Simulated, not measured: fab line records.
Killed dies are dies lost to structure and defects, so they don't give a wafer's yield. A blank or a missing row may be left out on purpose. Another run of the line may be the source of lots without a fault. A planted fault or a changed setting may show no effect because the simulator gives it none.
Which of the tools did it? :: flow nandHarc :: Sampling: 14 lots, 42 wafers, 3 of 1302 route steps

== WHAT EACH GAUGE READ, for each wafer ==
NHARC_P_CONTACT_OVL_MEAS_13. Usual: overlayXNm -0.1 nm, standard deviation 0.84; overlayYNm 0.1 nm, standard deviation 0.76.
lot: L411
measured: day 6 09:43
on: overlay-02
overlayXNm (nm): -0.6 -0.4 -0.4
overlayYNm (nm): 0.3 0.3 0.6
flag: 

lot: L412
measured: day 6 21:38
on: overlay-01
overlayXNm (nm): 0.0 0.0 0.1
overlayYNm (nm): -1.5 -1.8 -1.1
flag: 

lot: L413
measured: day 7 05:07
on: overlay-01
overlayXNm (nm): 0.8 0.9 0.9
overlayYNm (nm): 0.3 0.8 0.5
flag: 

lot: L416
measured: day 8 17:08
on: overlay-01
overlayXNm (nm): 0.7 0.2 0.7
overlayYNm (nm): 0.6 0.2 0.6
flag: 

lot: L417
measured: day 8 22:57
on: overlay-01
overlayXNm (nm): 1.6 1.2 0.3
overlayYNm (nm): 0.8 0.5 0.9
flag: 

lot: L419
measured: day 9 15:49
on: overlay-02
overlayXNm (nm): 0.4 0.7 0.3
overlayYNm (nm): -0.9 -0.3 -0.5
flag: 

lot: L426
measured: day 12 13:56
on: overlay-02
overlayXNm (nm): -0.9 -0.4 -0.6
overlayYNm (nm): 1.2 1.3 1.4
flag: 

lot: L427
measured: day 12 18:41
on: overlay-01
overlayXNm (nm): 0.1 0.3 0.0
overlayYNm (nm): 1.4 0.6 0.7
flag: 

lot: L428
measured: day 13 15:03
on: overlay-02
overlayXNm (nm): -1.8 -1.0 -1.6
overlayYNm (nm): 0.6 0.5 0.9
flag: 

lot: L429
measured: day 13 15:43
on: overlay-01
overlayXNm (nm): -0.2 -0.5 0.7
overlayYNm (nm): 0.8 0.7 0.5
flag: 

lot: L430
measured: day 14 05:41
on: overlay-01
overlayXNm (nm): 0.3 0.4 0.4
overlayYNm (nm): 0.1 0.6 -0.1
flag: 

lot: L431
measured: day 14 18:37
on: overlay-01
overlayXNm (nm): -1.1 -0.7 -0.6
overlayYNm (nm): 0.0 -0.1 -0.1
flag: 

lot: L432
measured: day 15 03:46
on: overlay-01
overlayXNm (nm): 1.9 0.8 1.4
overlayYNm (nm): 1.3 1.0 0.8
flag: 

lot: L433
measured: day 15 11:42
on: overlay-02
overlayXNm (nm): -0.1 -1.3 -0.3
overlayYNm (nm): 0.6 0.1 0.8
flag: 

NHARC_P_M0_CD_MEAS_09 targets a cd of 90 nm. Usual: 90.1 nm for cdNm, sd 0.65.
lot: L411
measured: day 6 13:49
on: cdSem-01
cdNm (nm): 89.3 90.0 90.2
flag: 

lot: L412
measured: day 7 01:42
on: cdSem-03
cdNm (nm): 89.5 89.4 89.7
flag: 

lot: L413
measured: day 7 09:22
on: cdSem-03
cdNm (nm): 89.2 89.5 89.9
flag: 

lot: L416
measured: day 8 21:34
on: cdSem-03
cdNm (nm): 88.8 89.6 89.9
flag: 

lot: L417
measured: day 9 03:30
on: cdSem-01
cdNm (nm): 77.4 76.5 77.0
flag: OFF

lot: L419
measured: day 9 20:26
on: cdSem-03
cdNm (nm): 79.4 80.3 80.4
flag: OFF

lot: L426
measured: day 12 18:02
on: cdSem-03
cdNm (nm): 90.1 90.0 89.9
flag: 

lot: L427
measured: day 12 23:08
on: cdSem-02
cdNm (nm): 90.8 89.4 90.7
flag: 

lot: L428
measured: day 13 19:00
on: cdSem-02
cdNm (nm): 91.4 91.1 91.2
flag: 

lot: L429
measured: day 13 19:56
on: cdSem-02
cdNm (nm): 89.8 89.9 90.7
flag: 

lot: L430
measured: day 14 10:19
on: cdSem-02
cdNm (nm): 89.8 90.2 89.9
flag: 

lot: L431
measured: day 14 22:46
on: cdSem-01
cdNm (nm): 90.6 90.2 89.4
flag: 

lot: L432
measured: day 15 07:45
on: cdSem-03
cdNm (nm): 89.9 90.2 90.2
flag: 

lot: L433
measured: day 15 15:45
on: cdSem-03
cdNm (nm): 90.4 90.6 89.9
flag: 

== EACH LOT AND THE TOOL THAT RAN IT (in order: tool; ch and the chambers of the sampled wafers; start) ==
lot: L411
NHARC_P_M0_PEB_07: lithoTrack-01 ch 0, day 6 13:44

lot: L412
NHARC_P_M0_PEB_07: lithoTrack-01 ch 0, day 7 01:37

lot: L413
NHARC_P_M0_PEB_07: lithoTrack-01 ch 0, day 7 09:17

lot: L416
NHARC_P_M0_PEB_07: lithoTrack-01 ch 0, day 8 21:29

lot: L417
NHARC_P_M0_PEB_07: lithoTrack-01 ch 0, day 9 03:25

lot: L419
NHARC_P_M0_PEB_07: lithoTrack-01 ch 0, day 9 20:21

lot: L426
NHARC_P_M0_PEB_07: lithoTrack-04 ch 0, day 12 17:57

lot: L427
NHARC_P_M0_PEB_07: lithoTrack-06 ch 0, day 12 23:04

lot: L428
NHARC_P_M0_PEB_07: lithoTrack-04 ch 0, day 13 18:55

lot: L429
NHARC_P_M0_PEB_07: lithoTrack-01 ch 0, day 13 19:52

lot: L430
NHARC_P_M0_PEB_07: lithoTrack-04 ch 0, day 14 10:14

lot: L431
NHARC_P_M0_PEB_07: lithoTrack-04 ch 0, day 14 22:41

lot: L432
NHARC_P_M0_PEB_07: lithoTrack-06 ch 0, day 15 07:40

lot: L433
NHARC_P_M0_PEB_07: lithoTrack-04 ch 0, day 15 15:40
- NHARC_P_M0_PEB_07: peb time 65 s.

== AS READ BY THE TOOLS THEMSELVES (means over the sampled wafers that have a number; for cases with no such wafer, the mark the record gives instead) ==
NHARC_P_M0_PEB_07. Usual: 156.6 W for heaterPowerTotalW, sd 0.41.
lot: L411
tool: lithoTrack-01
heaterPowerTotalW (W): 157.0
flag: 

lot: L412
tool: lithoTrack-01
heaterPowerTotalW (W): 156.7
flag: 

lot: L413
tool: lithoTrack-01
heaterPowerTotalW (W): 156.4
flag: 

lot: L416
tool: lithoTrack-01
heaterPowerTotalW (W): 156.6
flag: 

lot: L417
tool: lithoTrack-01
heaterPowerTotalW (W): 185.4
flag: OFF

lot: L419
tool: lithoTrack-01
heaterPowerTotalW (W): 185.5
flag: OFF

lot: L426
tool: lithoTrack-04
heaterPowerTotalW (W): 156.7
flag: 

lot: L427
tool: lithoTrack-06
heaterPowerTotalW (W): 157.0
flag: 

lot: L428
tool: lithoTrack-04
heaterPowerTotalW (W): 156.4
flag: 

lot: L429
tool: lithoTrack-01
heaterPowerTotalW (W): 156.6
flag: 

lot: L430
tool: lithoTrack-04
heaterPowerTotalW (W): 156.7
flag: 

lot: L431
tool: lithoTrack-04
heaterPowerTotalW (W): 156.4
flag: 

lot: L432
tool: lithoTrack-06
heaterPowerTotalW (W): 156.4
flag: 

lot: L433
tool: lithoTrack-04
heaterPowerTotalW (W): 157.0
flag: 

== THE ANSWER, worked out from the rows above alone ==
Rule: take the mean of a lot's wafers that have a number; if it is more than 3 standard deviations from the usual mean, the lot is off. Also off: a lot with no number at a reading for which 4 or more lots have one. Where the step has rows for the other lots, those lots are counted as sound. First the gauges in route order, then the tools' own readings, where a lot's mean is used as printed above. The first step at which some lot is off is used, and at that step the reading that is off furthest; a lot without a number counts as furthest.
Off: L417, L419, at NHARC_P_M0_CD_MEAS_09 (cdNm).
A tool fits if, at a process step before that reading, it ran every lot that is off, and no sound lot after the first of them. The gauges at NHARC_P_M0_CD_MEAS_09 aren't tried: what is off there is off at NHARC_P_M0_PEB_07 too, on other tools, and a gauge's error can't cause that. Not one of the candidates tried fits.

== WHAT HAD BEEN PUT IN BY THE SIMULATOR ==
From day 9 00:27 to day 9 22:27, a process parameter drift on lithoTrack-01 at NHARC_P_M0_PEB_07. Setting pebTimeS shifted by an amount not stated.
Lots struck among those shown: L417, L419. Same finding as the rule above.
